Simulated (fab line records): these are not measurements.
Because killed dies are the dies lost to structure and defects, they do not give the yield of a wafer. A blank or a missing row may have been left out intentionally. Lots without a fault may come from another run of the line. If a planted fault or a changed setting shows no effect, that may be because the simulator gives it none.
Which tool is to blame? :: flow nandHarc :: 35 wafers from 12 lots sampled at 5 of the route's 1159 steps

WHAT THE GAUGES SHOWED, per wafer
NHARC_A_ZERO_WELL_CD_MEAS_10 targets a cd of 2000 nm.
lot: L720
measured: day 6 07:32
on: cdSem-02
cdNm (nm): 1996.8 1996.3 1997.4

lot: L723
measured: day 7 08:26
on: cdSem-02
cdNm (nm): 2002.0 2000.9 1998.2

lot: L722
measured: day 7 08:40
on: cdSem-02
cdNm (nm): 1995.9 1997.0 1998.0

lot: L724
measured: day 7 11:29
on: cdSem-03
cdNm (nm): 1998.7 2000.6 1999.0

lot: L721
measured: day 7 11:58
on: cdSem-03
cdNm (nm): 2000.4 1999.3 1999.1

lot: L725
measured: day 8 03:24
on: cdSem-02
cdNm (nm): 1998.0 1996.7 1998.5

lot: L726
measured: day 8 05:22
on: cdSem-01
cdNm (nm): 1997.7 1998.1

lot: L730
measured: day 9 19:07
on: cdSem-01
cdNm (nm): 2000.6 2000.6 1999.3

lot: L736
measured: day 10 14:01
on: cdSem-02
cdNm (nm): 2000.1 1999.1 1998.6

lot: L738
measured: day 11 02:15
on: cdSem-01
cdNm (nm): 1997.2 1998.3 1997.1

lot: L742
measured: day 11 19:10
on: cdSem-03
cdNm (nm): 2000.8 1997.1 1999.5

lot: L743
measured: day 12 21:38
on: cdSem-03
cdNm (nm): 2000.9 1998.8 1995.8

NHARC_A_ONON_D1_THK_MEAS_11: measures by ellipsometry.
lot: L720
measured: day 7 07:45
on: filmMetro-02
thkNm (nm): 990 991 991

lot: L723
measured: day 8 08:41
on: filmMetro-02
thkNm (nm): 999 998 997

lot: L722
measured: day 8 08:38
on: filmMetro-01
thkNm (nm): 1013 1011 1012

lot: L724
measured: day 8 08:38
on: filmMetro-02
thkNm (nm): 997 996 994

lot: L721
measured: day 8 12:25
on: filmMetro-02
thkNm (nm): 995 997 998

lot: L725
measured: day 9 04:28
on: filmMetro-02
thkNm (nm): 997 998 997

lot: L726
measured: day 9 04:40
on: filmMetro-01
thkNm (nm): 1672 998

lot: L730
measured: day 10 17:10
on: filmMetro-02
thkNm (nm): 1675 998 1675

lot: L736
measured: day 11 16:24
on: filmMetro-01
thkNm (nm): 1007 1006 1007

lot: L738
measured: day 12 01:55
on: filmMetro-01
thkNm (nm): 1006 1004 1004

lot: L742
measured: day 12 19:13
on: filmMetro-02
thkNm (nm): 1004 1006 1007

lot: L743
measured: day 13 22:53
on: filmMetro-02
thkNm (nm): 994 992 995

NHARC_END_SORT_01.
lot: L720
measured: day 20 15:32
on: prober-02
killedAtArray: 31 27 30
killedAtOther: 0 0 0
killedAtPeriphery: 1 1 1
killedDies: 32 28 31
killedOpen: 1 3 0
killedShort: 5 0 1

lot: L723
measured: day 21 09:22
on: prober-02
killedAtArray: 16 21 27
killedAtOther: 0 0 0
killedAtPeriphery: 2 0 2
killedDies: 18 21 29
killedOpen: 2 3 5
killedShort: 1 1 1

lot: L722
measured: day 20 09:17
on: prober-01
killedAtArray: 27 34 26
killedAtOther: 0 2 1
killedAtPeriphery: 4 5 2
killedDies: 31 41 29
killedOpen: 2 6 7
killedShort: 3 1 0

lot: L726
measured: day 21 23:13
on: prober-02
killedAtArray: 670 14
killedAtOther: 1 3
killedAtPeriphery: 6 7
killedDies: 677 24
killedOpen: 4 3
killedShort: 5 1

lot: L730
measured: day 21 23:14
on: prober-01
killedAtArray: 668 29 670
killedAtOther: 0 1 0
killedAtPeriphery: 9 9 7
killedDies: 677 39 677
killedOpen: 4 0 3
killedShort: 3 3 0

lot: L742
measured: day 24 11:40
on: prober-01
killedAtArray: 14 23 19
killedAtOther: 1 0 1
killedAtPeriphery: 0 7 7
killedDies: 15 30 27
killedOpen: 2 3 6
killedShort: 3 5 4

lot: L743
measured: day 25 03:25
on: prober-02
killedAtArray: 37 38 42
killedAtOther: 0 0 0
killedAtPeriphery: 1 2 1
killedDies: 38 40 43
killedOpen: 6 1 7
killedShort: 1 1 0

WHICH TOOL RAN EACH LOT (tool, then ch and the chambers of the sampled wafers, then the start)
lot: L720
NHARC_A_ONON_D1_DEP_09: pecvdOnon-04 ch 0, day 7 07:15
NHARC_A_ONON_D1_DEP_33: pecvd-03 ch 0,1, day 7 21:31

lot: L723
NHARC_A_ONON_D1_DEP_09: pecvdOnon-04 ch 0, day 8 08:21
NHARC_A_ONON_D1_DEP_33: pecvd-03 ch 0,1,2, day 8 22:45

lot: L722
NHARC_A_ONON_D1_DEP_09: pecvdOnon-01 ch 0, day 8 08:15
NHARC_A_ONON_D1_DEP_33: pecvd-04 ch 1,2, day 8 22:31

lot: L724
NHARC_A_ONON_D1_DEP_09: pecvdOnon-02 ch 0, day 8 08:08
NHARC_A_ONON_D1_DEP_33: pecvd-02 ch 0,1,2, day 8 22:53

lot: L721
NHARC_A_ONON_D1_DEP_09: pecvdOnon-02 ch 0, day 8 11:58
NHARC_A_ONON_D1_DEP_33: pecvd-02 ch 0,1, day 8 22:36

lot: L725
NHARC_A_ONON_D1_DEP_09: pecvdOnon-04 ch 0, day 9 04:00
NHARC_A_ONON_D1_DEP_33: pecvd-03 ch 0,1,2, day 9 14:43

lot: L726
NHARC_A_ONON_D1_DEP_09: pecvdOnon-02 ch 0, day 9 04:10
NHARC_A_ONON_D1_DEP_33: pecvd-02 ch 0,2, day 9 14:28

lot: L730
NHARC_A_ONON_D1_DEP_09: pecvdOnon-02 ch 0, day 10 16:39
NHARC_A_ONON_D1_DEP_33: pecvd-04 ch 0,1,2, day 11 04:35

lot: L736
NHARC_A_ONON_D1_DEP_09: pecvdOnon-01 ch 0, day 11 15:54
NHARC_A_ONON_D1_DEP_33: pecvd-04 ch 0,1,2, day 12 02:13

lot: L738
NHARC_A_ONON_D1_DEP_09: pecvdOnon-04 ch 0, day 12 01:25
NHARC_A_ONON_D1_DEP_33: pecvd-03 ch 1,2, day 12 12:59

lot: L742
NHARC_A_ONON_D1_DEP_09: pecvdOnon-01 ch 0, day 12 18:42
NHARC_A_ONON_D1_DEP_33: pecvd-04 ch 0,1,2, day 13 06:28

lot: L743
NHARC_A_ONON_D1_DEP_09: pecvdOnon-02 ch 0, day 13 22:22
NHARC_A_ONON_D1_DEP_33: pecvd-03 ch 0,1,2, day 14 08:53
- NHARC_A_ONON_D1_DEP_09: target thk 1000 nm.
- NHARC_A_ONON_D1_DEP_33: deposits SiO2, target thk 200 nm.

WHAT THE TOOLS THEMSELVES READ (means of the sampled wafers that have a number; where no wafer has one, the mark that the record gives instead)
NHARC_A_ONON_D1_DEP_33.
lot: L720
tool: pecvd-03
heaterPowerW (W): 450
throttleValvePct (%): 15.9

lot: L723
tool: pecvd-03
heaterPowerW (W): 516
throttleValvePct (%): 16.2

lot: L722
tool: pecvd-04
heaterPowerW (W): 538
throttleValvePct (%): 15.8

lot: L724
tool: pecvd-02
heaterPowerW (W): 566
throttleValvePct (%): 15.9

lot: L721
tool: pecvd-02
heaterPowerW (W): 563
throttleValvePct (%): 16.6

lot: L725
tool: pecvd-03
heaterPowerW (W): 525
throttleValvePct (%): 16.0

lot: L726
tool: pecvd-02
heaterPowerW (W): 624
throttleValvePct (%): 15.8

lot: L730
tool: pecvd-04
heaterPowerW (W): 529
throttleValvePct (%): 15.5

lot: L736
tool: pecvd-04
heaterPowerW (W): 500
throttleValvePct (%): 15.7

lot: L738
tool: pecvd-03
heaterPowerW (W): 563
throttleValvePct (%): 16.2

lot: L742
tool: pecvd-04
heaterPowerW (W): 515
throttleValvePct (%): 15.7

lot: L743
tool: pecvd-03
heaterPowerW (W): 449
throttleValvePct (%): 15.9

THE ANSWER, worked out from the rows above alone
Rule: the lots themselves supply what counts as usual. Put in order of their means at a reading, lots are off if they are a third of the lots or fewer, leave a main group of 4 or more, and stand apart from it by a gap of 3 or more times the standard deviation of the main group's means; of several such gaps the widest counts. The tables above print the reading to a certain number of digits; a main group whose means all agree to those digits is not used. Also off: a lot with no number at a reading for which 4 or more lots have one. Where the step has rows for the other lots, those lots are counted as sound. The gauges are gone through in route order, then the tools' own readings, and for those a lot's mean is taken as printed above. The first step at which some lot is off is used, and at that step the reading that is off furthest; a lot without a number counts as furthest.
Off at NHARC_A_ONON_D1_THK_MEAS_11 (thkNm): L726, L730. Main group: mean 1000 nm, sd 6.4.
If a tool, at a process step before that reading, ran all the lots that are off and no sound lot after the first of them, it fits. Not tried: the gauges at NHARC_A_ONON_D1_THK_MEAS_11; whatever is off there is also off at NHARC_END_SORT_01, on other tools, and gauge error can't account for it. Of those tried, none fits.

WHAT THE SIMULATOR HAD INSERTED
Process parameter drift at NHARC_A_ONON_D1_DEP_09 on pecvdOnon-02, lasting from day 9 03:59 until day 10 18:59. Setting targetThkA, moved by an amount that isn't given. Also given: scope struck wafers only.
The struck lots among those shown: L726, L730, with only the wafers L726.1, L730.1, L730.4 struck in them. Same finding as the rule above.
